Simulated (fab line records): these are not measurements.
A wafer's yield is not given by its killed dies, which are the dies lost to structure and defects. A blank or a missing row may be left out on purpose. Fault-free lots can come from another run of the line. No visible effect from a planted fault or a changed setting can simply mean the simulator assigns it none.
Matching of chambers | flow nand_harc | 4 sister chambers for NHARC_A_M1_CMP_23 on cmp-03
The step polishes, t overpolish 20 s, target thk 154.34 nm. 4 wafers are shown with their chamber, then 6 later ones without.

WAFERS WITH THEIR CHAMBER
wafer  | chamber | motor_current_A (A)
L344.5 | 1       | 13.3
L350.2 | 2       | 14.4
L349.2 | 3       | 11.4
L349.3 | 0       | 12.8

WAFERS WHOSE CHAMBER IS MISSING
wafer  | motor_current_A (A)
L349.5 | 11.4
L352.2 | 14.2
L352.4 | 10.8
L352.6 | 13.8
L355.4 | 13.8
L355.5 | 14.1

EACH ONE'S CHAMBER
wafer  | from the rows above          | in truth
L349.5 | 3                            | 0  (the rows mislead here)
L352.2 | can't be placed: 2 or 1      | 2
L352.4 | 3                            | 3
L352.6 | can't be placed: 1 or 2 or 0 | 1
L355.4 | can't be placed: 1 or 2 or 0 | 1
L355.5 | can't be placed: 2 or 1      | 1
Correctly placed: 1 of 6. Cannot be placed on the basis of these rows: 4; the candidates contain the true chamber in 4. Wrongly placed: 1.
How it was worked out, from the rows above alone: a wafer's distance from a chamber is the root of the sum, over the readings, of the square of ((its reading less the chamber's mean) divided by the reading's scatter). The wafer belongs to the nearest chamber; if the next one is less than 2 further off, it can't be placed. The mean given for a chamber averages the wafers shown for that chamber. The scatter: root of mean squared gap, hidden wafer to nearest shown wafer, with one shown wafer a chamber.
